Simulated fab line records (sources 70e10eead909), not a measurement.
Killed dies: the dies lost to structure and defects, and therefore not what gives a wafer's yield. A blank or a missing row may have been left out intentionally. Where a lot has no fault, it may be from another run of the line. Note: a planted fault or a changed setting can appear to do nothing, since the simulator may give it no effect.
Which tool is to blame? -- flow nand_harc -- 63 wafers from 21 lots sampled at 6 of the route's 1159 steps

== WHAT EACH GAUGE READ, for each wafer ==
The record holds no reading of a measuring or inspecting step that can be judged against a usual standard deviation.

== EACH LOT AND THE TOOL THAT RAN IT (in order: tool; ch and the chambers of the sampled wafers; start) ==
lot,NHARC_A_STAIRCASE_TRIM_12,NHARC_A_STAIRCASE_TRIM_18,NHARC_A_STAIRCASE_TRIM_196,NHARC_A_STAIRCASE_TRIM_198,NHARC_A_STAIRCASE_TRIM_200,NHARC_A_STAIRCASE_ETCH_203
L074,"rie_diel-02 ch 0,1, day 10 19:53","rie_diel-02 ch 0,1,2, day 11 00:53 or earlier","rie_diel-08 ch 2,3, day 11 00:53","rie_diel-08 ch 0,2,3, no start","rie_diel-08 ch 1,2,3, no start","rie_diel-08 ch 0,3, no start"
L075,"rie_diel-02 ch 0,2,3, day 10 20:14","rie_diel-02 ch 1,2,3, day 11 01:10 or earlier","rie_diel-02 ch 0,1,3, day 11 01:10","rie_diel-02 ch 0,2,3, no start","rie_diel-02 ch 0,2,3, no start","rie_diel-02 ch 1,2,3, no start"
L076,"rie_diel-01 ch 0,2, day 11 12:13","rie_diel-01 ch 0,3, day 11 17:44 or earlier","rie_diel-01 ch 1,2, day 11 17:44","rie_diel-01 ch 0,2,3, no start","rie_diel-01 ch 1,3, no start","rie_diel-01 ch 0,1,2, no start"
L079,"rie_diel-02 ch 0,2,3, day 11 15:53","rie_diel-02 ch 0,2,3, day 11 22:32 or earlier","rie_diel-01 ch 1,2,3, day 11 22:32","rie_diel-01 ch 0,1,3, no start","rie_diel-01 ch 0,2, no start","rie_diel-01 ch 1,2,3, no start"
L080,"rie_diel-01 ch 2,3, day 12 04:15","rie_diel-01 ch 1,2,3, day 12 09:54 or earlier","rie_diel-01 ch 2,3, day 12 09:54","rie_diel-01 ch 0,1,3, no start","rie_diel-01 ch 0,2,3, no start","rie_diel-01 ch 0,1,2, no start"
L082,"rie_diel-08 ch 0,1,3, day 12 18:24","rie_diel-08 ch 1,2,3, day 12 23:23 or earlier","rie_diel-02 ch 0,2,3, day 12 23:23","rie_diel-02 ch 0,1,3, no start","rie_diel-02 ch 0,1,3, no start","rie_diel-02 ch 0,1,3, no start"
L081,"rie_diel-08 ch 2,3, day 12 18:37","rie_diel-08 ch 1,2, day 12 23:38 or earlier","rie_diel-08 ch 1,3, day 12 23:38","rie_diel-08 ch 0,2, no start","rie_diel-08 ch 0,1,3, no start","rie_diel-08 ch 1,2,3, no start"
L083,"rie_diel-08 ch 1,2, day 12 23:11","rie_diel-08 ch 2,3, day 13 07:36 or earlier","rie_diel-02 ch 0,2, day 13 07:36","rie_diel-02 ch 1,2, no start","rie_diel-02 ch 1,2,3, no start","rie_diel-02 ch 2,3, no start"
L086,"rie_diel-01 ch 0,1,2, day 13 20:23","rie_diel-01 ch 0,2,3, day 14 01:18 or earlier","rie_diel-01 ch 0,1,3, day 14 01:18","rie_diel-01 ch 0,1,2, no start","rie_diel-01 ch 0,1,2, no start","rie_diel-01 ch 1,2,3, no start"
L084,"rie_diel-01 ch 0,3, day 13 20:34","rie_diel-01 ch 1,2,3, day 14 04:00 or earlier","rie_diel-08 ch 1,2,3, day 14 04:00","rie_diel-08 ch 0,1,3, no start","rie_diel-08 ch 1,3, no start","rie_diel-08 ch 1,3, no start"
L087,"rie_diel-02 ch 1,2,3, day 14 01:04","rie_diel-02 ch 1,2,3, day 14 06:44 or earlier","rie_diel-02 ch 1,2,3, day 14 06:44","rie_diel-02 ch 1,2,3, no start","rie_diel-02 ch 1,2,3, no start","rie_diel-02 ch 1,2,3, no start"
L085,"rie_diel-08 ch 0,1,2, day 14 01:31","rie_diel-08 ch 0,2,3, day 14 06:37 or earlier","rie_diel-08 ch 0,2,3, day 14 06:37","rie_diel-08 ch 1,2,3, no start","rie_diel-08 ch 1,2,3, no start","rie_diel-08 ch 0,2,3, no start"
L089,"rie_diel-02 ch 1,2, day 14 12:25","rie_diel-02 ch 0,1,2, day 14 18:04 or earlier","rie_diel-08 ch 0,2, day 14 18:04","rie_diel-08 ch 2,3, no start","rie_diel-08 ch 1,2, no start","rie_diel-08 ch 1,3, no start"
L090,"rie_diel-01 ch 0,1,3, day 14 13:17","rie_diel-01 ch 1,2, day 14 18:49 or earlier","rie_diel-01 ch 1,3, day 14 18:49","rie_diel-01 ch 2,3, no start","rie_diel-01 ch 1,2, no start","rie_diel-01 ch 1,2, no start"
L088,"rie_diel-01 ch 0,1,2, day 14 13:37","rie_diel-01 ch 2,3, day 14 22:04 or earlier","rie_diel-08 ch 0,2, day 14 22:04","rie_diel-08 ch 0,1, no start","rie_diel-08 ch 0,2,3, no start","rie_diel-08 ch 1,2,3, no start"
L091,"rie_diel-08 ch 0,2,3, day 14 21:53","rie_diel-08 ch 0,2,3, day 15 03:40 or earlier","rie_diel-01 ch 0,1,2, day 15 03:40","rie_diel-01 ch 1,3, no start","rie_diel-01 ch 0,1,3, no start","rie_diel-01 ch 0,1,3, no start"
L092,"rie_diel-08 ch 0,2, day 15 03:10","rie_diel-08 ch 0,2,3, day 15 08:22 or earlier","rie_diel-02 ch 0,1,3, day 15 08:22","rie_diel-02 ch 0,3, no start","rie_diel-02 ch 0,1,3, no start","rie_diel-02 ch 0,1,3, no start"
L093,"rie_diel-01 ch 1,3, day 15 08:16","rie_diel-01 ch 1,3, day 15 13:43 or earlier","rie_diel-02 ch 1,2,3, day 15 13:43","rie_diel-02 ch 1,2, no start","rie_diel-02 ch 0,1,2, no start","rie_diel-02 ch 1,3, no start"
L094,"rie_diel-01 ch 1,2,3, day 15 22:06","rie_diel-01 ch 0,2,3, day 16 04:04 or earlier","rie_diel-01 ch 0,2, day 16 04:04","rie_diel-01 ch 0,2,3, no start","rie_diel-01 ch 1,2,3, no start","rie_diel-01 ch 0,1,3, no start"
L095,"rie_diel-02 ch 1,3, day 15 22:19","rie_diel-02 ch 0,3, day 16 04:23 or earlier","rie_diel-02 ch 0,2, day 16 04:23","rie_diel-02 ch 2,3, no start","rie_diel-02 ch 0,3, no start","rie_diel-02 ch 1,2,3, no start"
L097,"rie_diel-02 ch 1,2,3, day 16 18:41","rie_diel-02 ch 0,1,2, day 16 23:24 or earlier","rie_diel-02 ch 1,2,3, day 16 23:24","rie_diel-02 ch 0,1, no start","rie_diel-02 ch 0,1,3, no start","rie_diel-02 ch 2,3, no start"
- NHARC_A_STAIRCASE_TRIM_12: chemistry O2, time 211.2 s.
- NHARC_A_STAIRCASE_TRIM_18: chemistry O2, time 211.2 s.
- NHARC_A_STAIRCASE_TRIM_196: chemistry O2, time 211.2 s.
- NHARC_A_STAIRCASE_TRIM_198: chemistry O2, time 211.2 s.
- NHARC_A_STAIRCASE_TRIM_200: chemistry O2, time 211.2 s.
- NHARC_A_STAIRCASE_ETCH_203: etches the open film in C4F8/O2, target depth 100 nm, time 40.5 s.

== AS READ BY THE TOOLS THEMSELVES (means over the sampled wafers that have a number; for cases with no such wafer, the mark the record gives instead) ==
NHARC_A_STAIRCASE_TRIM_12. Usual: drypump_motor_current_A 5.7 A, standard deviation 0.54; oes_product_au 0.999 a.u., standard deviation 0.011; rf_vpp_V 57.8 V, standard deviation 0.98; showerhead_plenum_p_Torr 3.57 Torr, standard deviation 0.16; throttle_valve_pct 17.037 %, standard deviation 0.0092.
lot,tool,drypump_motor_current_A (A),oes_product_au (a.u.),rf_vpp_V (V),showerhead_plenum_p_Torr (Torr),throttle_valve_pct (%),flag
L074,rie_diel-02,5.0,0.997,57.6,3.64,17.033,
L075,rie_diel-02,6.0,1.002,58.4,3.60,17.035,
L076,rie_diel-01,5.8,1.000,57.2,3.69,17.030,
L079,rie_diel-02,6.0,1.000,57.6,3.59,17.034,
L080,rie_diel-01,5.3,0.996,56.6,3.54,17.035,
L082,rie_diel-08,5.6,0.995,57.7,3.57,17.039,
L081,rie_diel-08,5.7,0.999,58.0,3.40,17.034,
L083,rie_diel-08,5.5,1.010,56.9,3.33,17.046,
L086,rie_diel-01,5.7,1.005,58.2,3.60,17.033,
L084,rie_diel-01,5.7,1.000,57.6,3.72,17.038,
L087,rie_diel-02,6.1,0.993,57.0,3.44,17.035,
L085,rie_diel-08,5.4,0.997,58.3,3.62,17.037,
L089,rie_diel-02,5.6,0.998,56.5,3.42,17.044,
L090,rie_diel-01,5.5,1.002,57.8,3.64,17.043,
L088,rie_diel-01,5.7,0.984,58.2,3.60,17.032,
L091,rie_diel-08,5.7,1.000,57.9,3.67,17.034,
L092,rie_diel-08,5.6,0.998,59.2,3.73,17.032,
L093,rie_diel-01,5.2,0.999,58.1,3.58,17.041,
L094,rie_diel-01,5.4,0.992,58.8,3.54,17.032,
L095,rie_diel-02,5.7,0.992,57.8,3.34,17.027,
L097,rie_diel-02,6.1,0.995,57.4,3.43,17.046,

NHARC_A_STAIRCASE_TRIM_18. Usual: drypump_motor_current_A 5.7 A, standard deviation 0.53; oes_product_au 0.997 a.u., standard deviation 0.011; rf_vpp_V 57.9 V, standard deviation 0.88; showerhead_plenum_p_Torr 3.55 Torr, standard deviation 0.15; throttle_valve_pct 17.037 %, standard deviation 0.0086.
lot,tool,drypump_motor_current_A (A),oes_product_au (a.u.),rf_vpp_V (V),showerhead_plenum_p_Torr (Torr),throttle_valve_pct (%),flag
L074,rie_diel-02,5.5,0.996,58.1,3.58,17.034,
L075,rie_diel-02,6.1,0.993,58.4,3.45,17.034,
L076,rie_diel-01,5.4,1.004,57.8,3.68,17.033,
L079,rie_diel-02,6.0,1.006,57.9,3.59,17.031,
L080,rie_diel-01,5.4,1.001,58.8,3.55,17.033,
L082,rie_diel-08,5.6,1.000,57.3,3.46,17.038,
L081,rie_diel-08,5.3,1.007,56.9,3.40,17.044,
L083,rie_diel-08,5.9,1.001,58.1,3.52,17.029,
L086,rie_diel-01,5.5,0.989,57.2,3.63,17.043,
L084,rie_diel-01,5.4,1.005,58.0,3.55,17.029,
L087,rie_diel-02,6.1,0.989,57.0,3.44,17.036,
L085,rie_diel-08,5.7,1.004,57.1,3.68,17.033,
L089,rie_diel-02,5.5,0.992,57.9,3.56,17.033,
L090,rie_diel-01,5.6,1.003,57.8,3.52,17.041,
L088,rie_diel-01,5.2,0.984,58.1,3.56,17.038,
L091,rie_diel-08,5.7,1.002,58.2,3.67,17.036,
L092,rie_diel-08,5.7,1.001,58.8,3.67,17.040,
L093,rie_diel-01,5.2,1.003,57.4,3.58,17.047,
L094,rie_diel-01,5.5,0.975,59.0,3.62,17.034,
L095,rie_diel-02,6.0,1.006,57.8,3.50,17.036,
L097,rie_diel-02,5.5,0.988,58.4,3.56,17.045,

NHARC_A_STAIRCASE_TRIM_196. Usual: drypump_motor_current_A 5.7 A, standard deviation 0.51; oes_product_au 0.997 a.u., standard deviation 0.011; rf_vpp_V 57.8 V, standard deviation 0.87; showerhead_plenum_p_Torr 3.55 Torr, standard deviation 0.15; throttle_valve_pct 17.037 %, standard deviation 0.0086.
lot,tool,drypump_motor_current_A (A),oes_product_au (a.u.),rf_vpp_V (V),showerhead_plenum_p_Torr (Torr),throttle_valve_pct (%),flag
L074,rie_diel-08,5.9,0.999,57.4,3.53,17.040,
L075,rie_diel-02,5.6,0.988,57.3,3.50,17.041,
L076,rie_diel-01,5.6,1.006,58.5,3.52,17.033,
L079,rie_diel-01,5.4,1.002,57.2,3.55,17.043,
L080,rie_diel-01,5.4,1.004,58.0,3.53,17.044,
L082,rie_diel-02,6.0,1.008,57.6,3.59,17.042,
L081,rie_diel-08,5.7,1.007,58.0,3.58,17.040,
L083,rie_diel-02,5.4,0.999,57.8,3.72,17.039,
L086,rie_diel-01,5.6,1.003,58.3,3.64,17.031,
L084,rie_diel-08,5.6,1.005,57.8,3.63,17.041,
L087,rie_diel-02,6.1,1.003,57.2,3.44,17.046,
L085,rie_diel-08,5.7,0.986,58.0,3.68,17.031,
L089,rie_diel-08,5.6,1.006,58.3,3.66,17.023,
L090,rie_diel-01,5.5,1.010,57.6,3.55,17.035,
L088,rie_diel-08,5.6,0.999,58.5,3.73,17.027,
L091,rie_diel-01,5.8,0.984,56.9,3.59,17.035,
L092,rie_diel-02,5.6,0.992,58.0,3.49,17.035,
L093,rie_diel-02,6.1,0.992,57.0,3.43,17.035,
L094,rie_diel-01,5.7,0.990,57.9,3.58,17.039,
L095,rie_diel-02,6.0,0.991,57.6,3.65,17.038,
L097,rie_diel-02,6.1,0.989,57.4,3.43,17.038,

NHARC_A_STAIRCASE_TRIM_198. Usual: drypump_motor_current_A 5.7 A, standard deviation 0.52; oes_product_au 0.998 a.u., standard deviation 0.01; rf_vpp_V 57.9 V, standard deviation 0.98; showerhead_plenum_p_Torr 3.57 Torr, standard deviation 0.15; throttle_valve_pct 17.036 %, standard deviation 0.0089.
lot,tool,drypump_motor_current_A (A),oes_product_au (a.u.),rf_vpp_V (V),showerhead_plenum_p_Torr (Torr),throttle_valve_pct (%),flag
L074,rie_diel-08,5.7,0.995,57.7,3.51,17.046,
L075,rie_diel-02,6.0,0.990,57.7,3.59,17.032,
L076,rie_diel-01,5.5,0.995,57.2,3.64,17.043,
L079,rie_diel-01,5.6,1.007,57.8,3.65,17.036,
L080,rie_diel-01,5.6,1.006,57.8,3.64,17.033,
L082,rie_diel-02,5.6,0.983,56.9,3.50,17.037,
L081,rie_diel-08,5.6,0.987,58.2,3.49,17.027,
L083,rie_diel-02,5.7,0.979,57.8,3.43,17.027,
L086,rie_diel-01,5.7,0.995,57.9,3.60,17.040,
L084,rie_diel-08,5.6,0.997,58.5,3.56,17.040,
L087,rie_diel-02,6.1,1.003,57.6,3.44,17.039,
L085,rie_diel-08,5.6,0.997,59.3,3.63,17.039,
L089,rie_diel-08,6.0,1.002,58.0,3.69,17.030,
L090,rie_diel-01,5.4,0.986,57.9,3.52,17.036,
L088,rie_diel-08,5.4,1.006,57.3,3.54,17.033,
L091,rie_diel-01,5.2,1.008,57.5,3.58,17.039,
L092,rie_diel-02,6.1,1.013,57.6,3.50,17.038,
L093,rie_diel-02,6.0,0.991,57.1,3.50,17.034,
L094,rie_diel-01,5.5,0.991,58.4,3.61,17.039,
L095,rie_diel-02,6.6,1.000,57.4,3.44,17.031,
L097,rie_diel-02,5.1,0.989,58.0,3.48,17.035,

NHARC_A_STAIRCASE_TRIM_200. Usual: drypump_motor_current_A 5.6 A, standard deviation 0.53; oes_product_au 0.998 a.u., standard deviation 0.011; rf_vpp_V 57.8 V, standard deviation 0.89; showerhead_plenum_p_Torr 3.56 Torr, standard deviation 0.15; throttle_valve_pct 17.039 %, standard deviation 0.0081.
lot,tool,drypump_motor_current_A (A),oes_product_au (a.u.),rf_vpp_V (V),showerhead_plenum_p_Torr (Torr),throttle_valve_pct (%),flag
L074,rie_diel-08,5.6,1.003,56.5,3.46,17.039,
L075,rie_diel-02,6.0,1.010,57.3,3.59,17.035,
L076,rie_diel-01,5.3,1.015,57.9,3.59,17.041,
L079,rie_diel-01,5.8,0.979,57.3,3.69,17.040,
L080,rie_diel-01,5.5,0.992,57.8,3.63,17.044,
L082,rie_diel-02,5.6,0.989,57.2,3.50,17.043,
L081,rie_diel-08,5.6,0.992,58.0,3.57,17.030,
L083,rie_diel-02,6.1,0.994,57.9,3.44,17.043,
L086,rie_diel-01,5.7,0.997,58.1,3.60,17.040,
L084,rie_diel-08,5.5,1.008,57.5,3.51,17.037,
L087,rie_diel-02,6.1,0.990,57.9,3.44,17.038,
L085,rie_diel-08,5.6,0.998,57.3,3.63,17.038,
L089,rie_diel-08,5.4,0.995,58.3,3.56,17.032,
L090,rie_diel-01,5.6,0.998,57.4,3.50,17.038,
L088,rie_diel-08,5.8,1.002,58.1,3.67,17.038,
L091,rie_diel-01,5.5,1.001,57.8,3.63,17.053,
L092,rie_diel-02,5.6,1.004,57.7,3.49,17.046,
L093,rie_diel-02,5.6,0.992,58.4,3.56,17.035,
L094,rie_diel-01,5.4,0.993,58.0,3.53,17.045,
L095,rie_diel-02,5.5,1.011,58.5,3.63,17.048,
L097,rie_diel-02,5.6,0.997,57.2,3.49,17.027,

NHARC_A_STAIRCASE_ETCH_203. Usual: oes_product_au 0.941 a.u., standard deviation 0.013; rf_vpp_V 897 V, standard deviation 5.5.
lot,tool,oes_product_au (a.u.),rf_vpp_V (V),flag
L074,rie_diel-08,0.942,900,
L075,rie_diel-02,0.930,894,
L076,rie_diel-01,0.946,897,
L079,rie_diel-01,0.949,897,
L080,rie_diel-01,0.947,898,
L082,rie_diel-02,0.945,896,
L081,rie_diel-08,0.948,894,
L083,rie_diel-02,0.946,893,
L086,rie_diel-01,0.951,897,
L084,rie_diel-08,0.956,898,
L087,rie_diel-02,0.925,892,
L085,rie_diel-08,0.947,901,
L089,rie_diel-08,0.940,898,
L090,rie_diel-01,0.933,895,
L088,rie_diel-08,0.914,899,
L091,rie_diel-01,0.955,900,
L092,rie_diel-02,0.946,895,
L093,rie_diel-02,0.943,888,
L094,rie_diel-01,0.943,900,
L095,rie_diel-02,0.938,892,
L097,rie_diel-02,0.947,893,

== THE ANSWER, worked out from the rows above alone ==
Rule: lot off if the mean of its wafers having a number is beyond 3 standard deviations from the usual mean. Also off: a lot with no number at a reading for which 4 or more lots have one. Where the step has rows for the other lots, those lots are counted as sound. First the gauges in route order, then the tools' own readings, where a lot's mean is used as printed above. At the first step where some lot is off, the reading lying furthest off is the one used; lots without a number count as furthest.
Nothing can be told from this: no lot is off at any reading shown.

== WHAT THE SIMULATOR PUT IN ==
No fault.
